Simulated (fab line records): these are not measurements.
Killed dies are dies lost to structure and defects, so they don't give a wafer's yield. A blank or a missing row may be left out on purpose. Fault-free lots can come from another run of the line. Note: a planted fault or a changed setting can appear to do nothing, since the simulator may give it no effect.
The tool behind it: which one? | flow n5_finfet | 25 wafers from 9 lots sampled at 5 of the route's 1938 steps

== WHAT THE GAUGES READ, wafer by wafer ==
N5_BEOL_M4_RC_MEAS_101. Usual: DIBL_N 36.5 mV/V, standard deviation 1.2; DIBL_P 36.5 mV/V, standard deviation 1.6; IOFF_N 0.162 nA/um, standard deviation 0.023; IOFF_P 0.221 nA/um, standard deviation 0.03; ION_N 678 uA/um, standard deviation 8; ION_P 466 uA/um, standard deviation 6.3; SS_N 71.6 mV/dec, standard deviation 0.46; SS_P 73.3 mV/dec, standard deviation 0.57; VT_N 249.2 mV, standard deviation 2.6; VT_P -249 mV, standard deviation 3.3.
lot  | measured     | on        | DIBL_N (mV/V)  | DIBL_P (mV/V)  | IOFF_N (nA/um)    | IOFF_P (nA/um)    | ION_N (uA/um) | ION_P (uA/um) | SS_N (mV/dec)  | SS_P (mV/dec)  | VT_N (mV)         | VT_P (mV)      | flag
L496 | day 10 11:47 | prober-02 | 36.0 37.7 38.3 | 36.5 39.4 39.4 | 0.144 0.172 0.186 | 0.206 0.268 0.272 | 675 675 688   | 469 476 475   | 71.5 71.9 71.6 | 73.3 73.8 73.1 | 252.9 246.7 248.1 | -250 -247 -244 |
L497 | day 11 02:35 | prober-02 | 35.9 38.2 34.9 | 36.2 38.8 34.9 | 0.143 0.187 0.126 | 0.197 0.249 0.177 | 676 691 664   | 470 468 458   | 71.2 71.9 71.0 | 73.5 74.2 73.4 | 251.3 247.9 253.5 | -252 -249 -254 |
L501 | day 11 17:19 | prober-01 | 35.5 35.6 34.5 | 36.4 35.9 34.3 | 0.156 0.150 0.128 | 0.206 0.193 0.184 | 684 678 677   | 467 459 465   | 71.7 71.8 71.5 | 72.9 73.1 73.3 | 251.6 252.3 252.6 | -251 -254 -252 |
L502 | day 11 14:50 | prober-02 | 36.9 36.6 36.5 | 37.8 37.4 37.5 | 0.162 0.155 0.156 | 0.189 0.180 0.176 | 680 667 682   | 459 454 460   | 71.5 71.3 71.9 | 73.0 74.0 72.5 | 250.4 251.2 250.6 | -253 -254 -256 |
L507 | day 13 02:02 | prober-02 | 37.5 38.3 36.6 | 36.6 38.0 36.3 | 0.181 0.198 0.161 | 0.252 0.271 0.251 | 674 677 673   | 459 466 465   | 72.5 72.7 71.7 | 73.3 73.6 72.7 | 250.2 248.7 247.8 | -246 -245 -245 |
L508 | day 13 02:37 | prober-01 | 36.6 37.1      | 36.6 37.6      | 0.161 0.177       | 0.226 0.246       | 682 686       | 467 471       | 71.9 71.3      | 73.1 72.5      | 251.7 247.3       | -247 -246      |
L509 | day 13 03:07 | prober-02 | 35.8 36.0 37.3 | 35.7 35.9 36.7 | 0.152 0.150 0.168 | 0.210 0.220 0.224 | 676 668 667   | 464 458 461   | 71.9 71.1 71.9 | 73.0 72.9 74.1 | 250.9 252.0 250.8 | -250 -249 -248 |
L511 | day 14 08:17 | prober-02 | 35.0 36.1      | 36.7 37.5      | 0.145 0.160       | 0.218 0.250       | 684 686       | 475 481       | 71.1 71.6      | 73.9 73.1      | 249.7 249.6       | -248 -246      |
L518 | day 16 07:52 | prober-02 | 38.1 37.7 39.2 | 38.1 36.9 38.9 | 0.181 0.170 0.206 | 0.251 0.233 0.258 | 678 691 690   | 468 469 463   | 72.3 72.2 72.1 | 74.5 74.4 73.9 | 248.3 249.1 245.9 | -249 -247 -249 |

== TOOL THAT RAN EACH LOT (tool first, then ch and the chambers of the sampled wafers, then the start) ==
lot  | N5_GATE_CUT_CMP_02           | N5_GATE_CUT_ETCH_28                | N5_GATE_CUT_HM_OPEN_40             | N5_GATE_CUT_ETCH_19
L496 | cmp-04 ch 1,2,3, day 4 20:17 | rie_diel-02 ch 1,3, day 4 21:19    | rie_diel-02 ch 1,3, day 4 21:26    | rie_diel-02 ch 1,3, day 4 21:34
L497 | cmp-03 ch 0,1,3, day 5 01:53 | rie_diel-05 ch 0,2, day 5 02:48    | rie_diel-05 ch 0,2, day 5 02:56    | rie_diel-05 ch 0,2, day 5 03:03
L501 | cmp-01 ch 0,3, day 5 21:56   | rie_diel-03 ch 1,2,3, day 5 22:53  | rie_diel-03 ch 1,2,3, day 5 23:01  | rie_diel-03 ch 1,2,3, day 5 23:08
L502 | cmp-03 ch 1,3, day 6 06:24   | rie_diel-02 ch 0,1,2, day 6 07:11  | rie_diel-02 ch 0,1,2, day 6 07:19  | rie_diel-02 ch 0,1,2, day 6 07:26
L507 | cmp-03 ch 2,3, day 7 15:47   | rie_diel-03 ch 2,3, day 8 01:05    | rie_diel-03 ch 2,3, day 8 01:13    | rie_diel-03 ch 2,3, day 8 01:20
L508 | cmp-03 ch 2,3, day 7 18:11   | rie_diel-03 ch 1,2, day 8 01:28    | rie_diel-03 ch 1,2, day 8 01:35    | rie_diel-03 ch 1,2, day 8 01:43
L509 | cmp-04 ch 0,1, day 7 23:56   | rie_diel-03 ch 0,1,2, day 8 03:40  | rie_diel-03 ch 0,1,2, day 8 03:48  | rie_diel-03 ch 0,1,2, day 8 03:55
L511 | cmp-01 ch 0,3, day 8 08:56   | rie_diel-03 ch 0,1, day 8 09:41    | rie_diel-03 ch 0,1, day 8 09:49    | rie_diel-03 ch 0,1, day 8 09:56
L518 | cmp-01 ch 0,1, day 11 13:15  | rie_diel-02 ch 0,1,2, day 11 14:30 | rie_diel-02 ch 0,1,2, day 11 14:39 | rie_diel-02 ch 0,1,2, day 11 14:47
- N5_GATE_CUT_CMP_02: polishes, stops on SiO2, t overpolish 12.7 s, target thk 0 nm.
- N5_GATE_CUT_ETCH_28: etches underlayer in N2/H2, target depth 13 nm, time 10.4 s.
- N5_GATE_CUT_HM_OPEN_40: chemistry C4F6/O2, target SiO2, target depth 139 nm, time 85.1 s.
- N5_GATE_CUT_ETCH_19: etches SiNx in CH3F/O2, target depth 53.7 nm, time 76.7 s.

== WHAT THE TOOLS THEMSELVES READ (means of the sampled wafers that have a number; where no wafer has one, the mark that the record gives instead) ==
N5_GATE_CUT_CMP_02. Usual: motor_current_A 9.6 A, standard deviation 1.2; overpolish_run_s 12.701 s, standard deviation 0.0087; time_to_endpoint_s 26.0 s, standard deviation 2.
lot  | tool   | motor_current_A (A) | overpolish_run_s (s) | time_to_endpoint_s (s) | flag
L496 | cmp-04 | 9.4                 | 12.707               | 26.8                   |
L497 | cmp-03 | 11.2                | 12.703               | 26.1                   |
L501 | cmp-01 | 8.5                 | 12.710               | 25.1                   |
L502 | cmp-03 | 11.2                | 12.701               | 25.4                   |
L507 | cmp-03 | 9.6                 | 12.700               | 27.1                   |
L508 | cmp-03 | 9.6                 | 12.697               | 28.8                   |
L509 | cmp-04 | 9.1                 | 12.708               | 23.7                   |
L511 | cmp-01 | 8.4                 | 12.700               | 25.2                   |
L518 | cmp-01 | 9.5                 | 12.699               | 23.9                   |

N5_GATE_CUT_ETCH_28. Usual: drypump_motor_current_A 5.7 A, standard deviation 0.32; etch_rf_on_time_s 10.38 s, standard deviation 0.16; oes_product_au 0.66 a.u., standard deviation 0.067; rf_vpp_V 523.3 V, standard deviation 2.8; showerhead_plenum_p_Torr 2.53 Torr, standard deviation 0.093; throttle_valve_pct 17.98 %, standard deviation 0.17.
lot  | tool        | drypump_motor_current_A (A) | etch_rf_on_time_s (s) | oes_product_au (a.u.) | rf_vpp_V (V) | showerhead_plenum_p_Torr (Torr) | throttle_valve_pct (%) | flag
L496 | rie_diel-02 | 5.8                         | 10.20                 | 0.65                  | 520.2        | 2.44                            | 17.94                  |
L497 | rie_diel-05 | 6.1                         | 10.53                 | 0.58                  | 523.3        | 2.51                            | 17.99                  |
L501 | rie_diel-03 | 5.7                         | 10.40                 | 0.62                  | 522.6        | 2.54                            | 18.05                  |
L502 | rie_diel-02 | 5.5                         | 10.36                 | 0.67                  | 521.6        | 2.51                            | 18.03                  |
L507 | rie_diel-03 | 5.5                         | 10.54                 | 0.60                  | 523.9        | 2.57                            | 17.97                  |
L508 | rie_diel-03 | 5.7                         | 10.48                 | 0.60                  | 523.0        | 2.47                            | 18.13                  |
L509 | rie_diel-03 | 5.8                         | 10.42                 | 0.63                  | 524.0        | 2.54                            | 18.07                  |
L511 | rie_diel-03 | 5.8                         | 10.43                 | 0.65                  | 525.5        | 2.60                            | 18.17                  |
L518 | rie_diel-02 | 5.5                         | 10.28                 | 0.72                  | 523.4        | 2.50                            | 17.92                  |

N5_GATE_CUT_HM_OPEN_40. Usual: drypump_motor_current_A 5.7 A, standard deviation 0.32; etch_rf_on_time_s 93.4 s, standard deviation 1.9; oes_product_au 0.69 a.u., standard deviation 0.07; rf_vpp_V 664 V, standard deviation 5.5; showerhead_plenum_p_Torr 2.84 Torr, standard deviation 0.097; throttle_valve_pct 21.05 %, standard deviation 0.17.
lot  | tool        | drypump_motor_current_A (A) | etch_rf_on_time_s (s) | oes_product_au (a.u.) | rf_vpp_V (V) | showerhead_plenum_p_Torr (Torr) | throttle_valve_pct (%) | flag
L496 | rie_diel-02 | 5.8                         | 92.2                  | 0.69                  | 655          | 2.74                            | 20.92                  |
L497 | rie_diel-05 | 6.1                         | 94.1                  | 0.62                  | 666          | 2.81                            | 21.07                  |
L501 | rie_diel-03 | 5.7                         | 94.9                  | 0.65                  | 666          | 2.85                            | 21.17                  |
L502 | rie_diel-02 | 5.5                         | 92.6                  | 0.71                  | 663          | 2.81                            | 21.09                  |
L507 | rie_diel-03 | 5.6                         | 94.1                  | 0.64                  | 669          | 2.88                            | 21.12                  |
L508 | rie_diel-03 | 5.7                         | 70.1                  | 0.77                  | 663          | 2.79                            | 21.29                  | OFF
L509 | rie_diel-03 | 5.8                         | 78.2                  | 0.76                  | 665          | 2.85                            | 21.18                  | OFF
L511 | rie_diel-03 | 5.8                         | 83.5                  | 0.74                  | 664          | 2.92                            | 21.20                  | OFF
L518 | rie_diel-02 | 5.5                         | 91.7                  | 0.77                  | 662          | 2.80                            | 21.00                  |

N5_GATE_CUT_ETCH_19. Usual: drypump_motor_current_A 5.7 A, standard deviation 0.32; etch_rf_on_time_s 76.7 s, standard deviation 0.95; oes_product_au 0.66 a.u., standard deviation 0.066; rf_vpp_V 296.7 V, standard deviation 2.4; showerhead_plenum_p_Torr 1.99 Torr, standard deviation 0.071; throttle_valve_pct 16.45 %, standard deviation 0.16.
lot  | tool        | drypump_motor_current_A (A) | etch_rf_on_time_s (s) | oes_product_au (a.u.) | rf_vpp_V (V) | showerhead_plenum_p_Torr (Torr) | throttle_valve_pct (%) | flag
L496 | rie_diel-02 | 5.8                         | 76.7                  | 0.65                  | 292.1        | 1.92                            | 16.35                  |
L497 | rie_diel-05 | 6.1                         | 76.9                  | 0.59                  | 298.0        | 1.98                            | 16.53                  |
L501 | rie_diel-03 | 5.6                         | 77.2                  | 0.62                  | 297.8        | 2.01                            | 16.55                  |
L502 | rie_diel-02 | 5.5                         | 76.6                  | 0.66                  | 296.0        | 1.98                            | 16.50                  |
L507 | rie_diel-03 | 5.6                         | 77.7                  | 0.60                  | 298.2        | 2.02                            | 16.52                  |
L508 | rie_diel-03 | 5.7                         | 76.7                  | 0.61                  | 295.6        | 1.96                            | 16.62                  |
L509 | rie_diel-03 | 5.8                         | 76.8                  | 0.64                  | 297.5        | 2.00                            | 16.53                  |
L511 | rie_diel-03 | 5.8                         | 76.9                  | 0.65                  | 296.9        | 2.05                            | 16.52                  |
L518 | rie_diel-02 | 5.5                         | 75.9                  | 0.73                  | 296.3        | 1.97                            | 16.39                  |

== THE ANSWER, worked out from the rows above alone ==
Rule: take the mean of a lot's wafers that have a number; if it is more than 3 standard deviations from the usual mean, the lot is off. Also off: a lot with no number at a reading for which 4 or more lots have one. The other lots that the step has rows for count as sound. The gauges are gone through in route order, then the tools' own readings, and for those a lot's mean is taken as printed above. The first step at which some lot is off is used, and at that step the reading that is off furthest; a lot without a number counts as furthest.
Off: L508, L509, L511 (N5_GATE_CUT_HM_OPEN_40, etch_rf_on_time_s).
A tool fits if, at that step or a process step before it, it ran every lot that is off, and no sound lot after the first of them. One candidate fits, namely rie_diel-03 at N5_GATE_CUT_ETCH_28 and N5_GATE_CUT_HM_OPEN_40. At N5_GATE_CUT_ETCH_28 its last sound lot is L507 (day 8 01:05), its first lot that is off L508 (day 8 01:28): a fault that began between those two fits.

== WHAT THE SIMULATOR HAD PUT IN ==
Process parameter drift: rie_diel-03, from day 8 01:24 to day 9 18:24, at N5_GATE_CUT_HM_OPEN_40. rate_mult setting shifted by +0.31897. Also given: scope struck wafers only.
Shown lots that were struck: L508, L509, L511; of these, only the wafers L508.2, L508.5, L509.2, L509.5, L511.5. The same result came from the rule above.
